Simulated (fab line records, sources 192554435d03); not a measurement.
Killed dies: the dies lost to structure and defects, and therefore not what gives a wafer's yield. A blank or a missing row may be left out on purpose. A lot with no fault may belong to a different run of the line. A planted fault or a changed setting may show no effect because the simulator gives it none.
Which tool did it? ; flow n5_finfet ; 72 wafers from 24 lots sampled at 6 of the route's 1938 steps

## WHAT EACH GAUGE READ, for each wafer
The record holds no reading of a measuring or inspecting step that can be judged against a usual standard deviation.

## EACH LOT AND THE TOOL THAT RAN IT (in order: tool; ch and the chambers of the sampled wafers; start)
lot;N5_BEOL_M4_PRE_CLEAN_45;N5_BEOL_M4_ANNEAL_49;N5_BEOL_M4_SPUTTER_79;N5_BEOL_M4_ANNEAL_82;N5_BEOL_M4_SPUTTER_90;N5_BEOL_M4_ANNEAL_93
L074;pvd_sputter-03, day 7 22:14;pvd_sputter-02, day 7 22:47;pvd_sputter-02, day 7 22:56;pvd_sputter-02, day 7 23:14;pvd_sputter-02, day 7 23:49;pvd_sputter-02, day 8 00:07
L075;pvd_sputter-01, day 7 22:14;pvd_sputter-01, day 7 22:51;pvd_sputter-01, day 7 22:59;pvd_sputter-01, day 7 23:17;pvd_sputter-01, day 7 23:52;pvd_sputter-01, day 8 00:10
L076;pvd_sputter-02, day 8 04:24;pvd_sputter-02, day 8 05:01;pvd_sputter-02, day 8 05:10;pvd_sputter-02, day 8 05:28;pvd_sputter-02, day 8 06:02;pvd_sputter-02, day 8 06:20
L077;pvd_sputter-02, day 8 07:40;pvd_sputter-02, day 8 08:20;pvd_sputter-02, day 8 08:29;pvd_sputter-02, day 8 08:47;pvd_sputter-02, day 8 09:22;pvd_sputter-02, day 8 09:40
L078;pvd_sputter-02, day 8 18:54;pvd_sputter-02, day 8 20:00;pvd_sputter-02, day 8 20:08;pvd_sputter-02, day 8 20:26;pvd_sputter-02, day 8 21:01;pvd_sputter-02, day 8 21:19
L079;pvd_sputter-01, day 8 23:41;pvd_sputter-03, day 9 00:19;pvd_sputter-03, day 9 00:27;pvd_sputter-03, day 9 00:45;pvd_sputter-03, day 9 01:20;pvd_sputter-03, day 9 01:38
L081;pvd_sputter-01, day 9 18:17;pvd_sputter-02, day 9 18:53;pvd_sputter-02, day 9 19:02;pvd_sputter-02, day 9 19:20;pvd_sputter-02, day 9 19:55;pvd_sputter-02, day 9 20:13
L083;pvd_sputter-03, day 9 18:20;pvd_sputter-01, day 9 19:07;pvd_sputter-01, day 9 19:16;pvd_sputter-01, day 9 19:34;pvd_sputter-01, day 9 20:08;pvd_sputter-01, day 9 20:26
L082;pvd_sputter-01, day 9 23:45;pvd_sputter-01, day 10 00:50;pvd_sputter-01, day 10 00:58;pvd_sputter-01, day 10 01:16;pvd_sputter-01, day 10 01:51;pvd_sputter-01, day 10 02:09
L080;pvd_sputter-03, day 10 01:50;pvd_sputter-03, day 10 02:30;pvd_sputter-03, day 10 02:38;pvd_sputter-03, day 10 02:56;pvd_sputter-03, day 10 03:31;pvd_sputter-03, day 10 03:49
L084;pvd_sputter-03, day 10 09:33;pvd_sputter-03, day 10 10:22;pvd_sputter-03, day 10 10:31;pvd_sputter-03, day 10 10:49;pvd_sputter-03, day 10 11:23;pvd_sputter-03, day 10 11:41
L085;pvd_sputter-03, day 10 15:29;pvd_sputter-03, day 10 16:23;pvd_sputter-03, day 10 16:32;pvd_sputter-03, day 10 16:50;pvd_sputter-03, day 10 17:25;pvd_sputter-03, day 10 17:43
L086;pvd_sputter-02, day 10 17:14;pvd_sputter-02, day 10 17:53;pvd_sputter-02, day 10 18:02;pvd_sputter-02, day 10 18:20;pvd_sputter-02, day 10 18:55;pvd_sputter-02, day 10 19:13
L087;pvd_sputter-02, day 11 00:53;pvd_sputter-03, day 11 01:33;pvd_sputter-03, day 11 01:41;pvd_sputter-03, day 11 01:59;pvd_sputter-03, day 11 02:34;pvd_sputter-03, day 11 02:52
L088;pvd_sputter-02, day 11 02:48;pvd_sputter-02, day 11 03:38;pvd_sputter-02, day 11 03:47;pvd_sputter-02, day 11 04:05;pvd_sputter-02, day 11 04:40;pvd_sputter-02, day 11 04:58
L091;pvd_sputter-01, day 11 21:25;pvd_sputter-01, day 11 22:23;pvd_sputter-01, day 11 22:32;pvd_sputter-01, day 11 22:50;pvd_sputter-01, day 11 23:25;pvd_sputter-01, day 11 23:43
L089;pvd_sputter-01, day 12 00:25;pvd_sputter-03, day 12 01:03;pvd_sputter-03, day 12 01:11;pvd_sputter-03, day 12 01:29;pvd_sputter-03, day 12 02:04;pvd_sputter-03, day 12 02:22
L090;pvd_sputter-02, day 12 00:40;pvd_sputter-02, day 12 01:25;pvd_sputter-02, day 12 01:34;pvd_sputter-02, day 12 01:52;pvd_sputter-02, day 12 02:26;pvd_sputter-02, day 12 02:44
L093;pvd_sputter-01, day 12 03:28;pvd_sputter-01, day 12 04:16;pvd_sputter-01, day 12 04:25;pvd_sputter-01, day 12 04:43;pvd_sputter-01, day 12 05:17;pvd_sputter-01, day 12 05:35
L092;pvd_sputter-01, day 12 08:28;pvd_sputter-01, day 12 09:53;pvd_sputter-01, day 12 10:01;pvd_sputter-01, day 12 10:19;pvd_sputter-01, day 12 10:54;pvd_sputter-01, day 12 11:12
L094;pvd_sputter-01, day 12 18:19;pvd_sputter-02, day 12 19:32;pvd_sputter-02, day 12 19:41;pvd_sputter-02, day 12 19:59;pvd_sputter-02, day 12 20:34;pvd_sputter-02, day 12 20:52
L096;pvd_sputter-03, day 13 04:36;pvd_sputter-03, day 13 05:18;pvd_sputter-03, day 13 05:26;pvd_sputter-03, day 13 05:44;pvd_sputter-03, day 13 06:19;pvd_sputter-03, day 13 06:37
L095;pvd_sputter-01, day 13 05:30;pvd_sputter-02, day 13 06:20;pvd_sputter-02, day 13 06:28;pvd_sputter-02, day 13 06:46;pvd_sputter-02, day 13 07:21;pvd_sputter-02, day 13 07:39
L097;pvd_sputter-01, day 13 10:49;pvd_sputter-02, day 13 11:28;pvd_sputter-02, day 13 11:36;pvd_sputter-02, day 13 11:54;pvd_sputter-02, day 13 12:29;pvd_sputter-02, day 13 12:47
- N5_BEOL_M4_PRE_CLEAN_45: time 30 s.
- N5_BEOL_M4_ANNEAL_49: time 240 s.
- N5_BEOL_M4_SPUTTER_79: material Cu, target thk 4.5 nm, time 8.29 s.
- N5_BEOL_M4_ANNEAL_82: time 240 s.
- N5_BEOL_M4_SPUTTER_90: material Cu, target thk 4.5 nm, time 8.29 s.
- N5_BEOL_M4_ANNEAL_93: time 240 s.

## AS READ BY THE TOOLS THEMSELVES (means over the sampled wafers that have a number; for cases with no such wafer, the mark the record gives instead)
N5_BEOL_M4_PRE_CLEAN_45. Usual: heater_power_w 331 W, standard deviation 22.
lot;tool;heater_power_w (W);flag
L074;pvd_sputter-03;309;
L075;pvd_sputter-01;341;
L076;pvd_sputter-02;319;
L077;pvd_sputter-02;345;
L078;pvd_sputter-02;304;
L079;pvd_sputter-01;333;
L081;pvd_sputter-01;342;
L083;pvd_sputter-03;304;
L082;pvd_sputter-01;348;
L080;pvd_sputter-03;314;
L084;pvd_sputter-03;307;
L085;pvd_sputter-03;325;
L086;pvd_sputter-02;346;
L087;pvd_sputter-02;346;
L088;pvd_sputter-02;321;
L091;pvd_sputter-01;341;
L089;pvd_sputter-01;341;
L090;pvd_sputter-02;343;
L093;pvd_sputter-01;348;
L092;pvd_sputter-01;347;
L094;pvd_sputter-01;346;
L096;pvd_sputter-03;319;
L095;pvd_sputter-01;338;
L097;pvd_sputter-01;344;

N5_BEOL_M4_ANNEAL_49. Usual: heater_power_w 812 W, standard deviation 62.
lot;tool;heater_power_w (W);flag
L074;pvd_sputter-02;856;
L075;pvd_sputter-01;839;
L076;pvd_sputter-02;790;
L077;pvd_sputter-02;739;
L078;pvd_sputter-02;784;
L079;pvd_sputter-03;803;
L081;pvd_sputter-02;863;
L083;pvd_sputter-01;855;
L082;pvd_sputter-01;848;
L080;pvd_sputter-03;782;
L084;pvd_sputter-03;790;
L085;pvd_sputter-03;792;
L086;pvd_sputter-02;790;
L087;pvd_sputter-03;795;
L088;pvd_sputter-02;803;
L091;pvd_sputter-01;867;
L089;pvd_sputter-03;786;
L090;pvd_sputter-02;786;
L093;pvd_sputter-01;863;
L092;pvd_sputter-01;844;
L094;pvd_sputter-02;783;
L096;pvd_sputter-03;789;
L095;pvd_sputter-02;814;
L097;pvd_sputter-02;805;

N5_BEOL_M4_SPUTTER_79. Usual: throttle_valve_pct 30.3 %, standard deviation 0.86.
lot;tool;throttle_valve_pct (%);flag
L074;pvd_sputter-02;31.2;
L075;pvd_sputter-01;30.0;
L076;pvd_sputter-02;30.5;
L077;pvd_sputter-02;30.2;
L078;pvd_sputter-02;30.4;
L079;pvd_sputter-03;29.8;
L081;pvd_sputter-02;30.5;
L083;pvd_sputter-01;29.7;
L082;pvd_sputter-01;30.5;
L080;pvd_sputter-03;29.3;
L084;pvd_sputter-03;29.8;
L085;pvd_sputter-03;30.3;
L086;pvd_sputter-02;31.1;
L087;pvd_sputter-03;30.6;
L088;pvd_sputter-02;30.7;
L091;pvd_sputter-01;29.7;
L089;pvd_sputter-03;30.7;
L090;pvd_sputter-02;29.9;
L093;pvd_sputter-01;30.3;
L092;pvd_sputter-01;30.0;
L094;pvd_sputter-02;30.5;
L096;pvd_sputter-03;30.7;
L095;pvd_sputter-02;30.4;
L097;pvd_sputter-02;30.6;

N5_BEOL_M4_ANNEAL_82. Usual: heater_power_w 812 W, standard deviation 62.
lot;tool;heater_power_w (W);flag
L074;pvd_sputter-02;869;
L075;pvd_sputter-01;848;
L076;pvd_sputter-02;794;
L077;pvd_sputter-02;749;
L078;pvd_sputter-02;797;
L079;pvd_sputter-03;789;
L081;pvd_sputter-02;844;
L083;pvd_sputter-01;856;
L082;pvd_sputter-01;858;
L080;pvd_sputter-03;776;
L084;pvd_sputter-03;790;
L085;pvd_sputter-03;801;
L086;pvd_sputter-02;795;
L087;pvd_sputter-03;778;
L088;pvd_sputter-02;800;
L091;pvd_sputter-01;851;
L089;pvd_sputter-03;782;
L090;pvd_sputter-02;773;
L093;pvd_sputter-01;865;
L092;pvd_sputter-01;855;
L094;pvd_sputter-02;794;
L096;pvd_sputter-03;766;
L095;pvd_sputter-02;799;
L097;pvd_sputter-02;806;

N5_BEOL_M4_SPUTTER_90. Usual: throttle_valve_pct 30.3 %, standard deviation 0.89.
lot;tool;throttle_valve_pct (%);flag
L074;pvd_sputter-02;31.3;
L075;pvd_sputter-01;30.1;
L076;pvd_sputter-02;30.5;
L077;pvd_sputter-02;30.2;
L078;pvd_sputter-02;30.1;
L079;pvd_sputter-03;29.6;
L081;pvd_sputter-02;30.6;
L083;pvd_sputter-01;29.6;
L082;pvd_sputter-01;30.3;
L080;pvd_sputter-03;29.3;
L084;pvd_sputter-03;29.7;
L085;pvd_sputter-03;30.6;
L086;pvd_sputter-02;31.0;
L087;pvd_sputter-03;30.7;
L088;pvd_sputter-02;30.8;
L091;pvd_sputter-01;29.7;
L089;pvd_sputter-03;30.8;
L090;pvd_sputter-02;30.0;
L093;pvd_sputter-01;30.4;
L092;pvd_sputter-01;29.9;
L094;pvd_sputter-02;30.5;
L096;pvd_sputter-03;30.8;
L095;pvd_sputter-02;30.7;
L097;pvd_sputter-02;30.8;

N5_BEOL_M4_ANNEAL_93. Usual: heater_power_w 812 W, standard deviation 62.
lot;tool;heater_power_w (W);flag
L074;pvd_sputter-02;853;
L075;pvd_sputter-01;859;
L076;pvd_sputter-02;786;
L077;pvd_sputter-02;740;
L078;pvd_sputter-02;801;
L079;pvd_sputter-03;805;
L081;pvd_sputter-02;842;
L083;pvd_sputter-01;864;
L082;pvd_sputter-01;872;
L080;pvd_sputter-03;788;
L084;pvd_sputter-03;778;
L085;pvd_sputter-03;789;
L086;pvd_sputter-02;793;
L087;pvd_sputter-03;777;
L088;pvd_sputter-02;806;
L091;pvd_sputter-01;857;
L089;pvd_sputter-03;778;
L090;pvd_sputter-02;778;
L093;pvd_sputter-01;867;
L092;pvd_sputter-01;865;
L094;pvd_sputter-02;791;
L096;pvd_sputter-03;764;
L095;pvd_sputter-02;797;
L097;pvd_sputter-02;805;

## THE ANSWER, worked out from the rows above alone
Rule: lot off if the mean of its wafers having a number is beyond 3 standard deviations from the usual mean. Also off: a lot with no number at a reading for which 4 or more lots have one. The other lots that the step has rows for count as sound. After the gauges, taken in route order, come the tools' own readings; for these a lot's mean is taken, as printed above. The first step at which some lot is off is used, and at that step the reading that is off furthest; a lot without a number counts as furthest.
No lot is off on any of the readings shown, so nothing can be concluded from this.

## WHAT HAD BEEN PUT IN BY THE SIMULATOR
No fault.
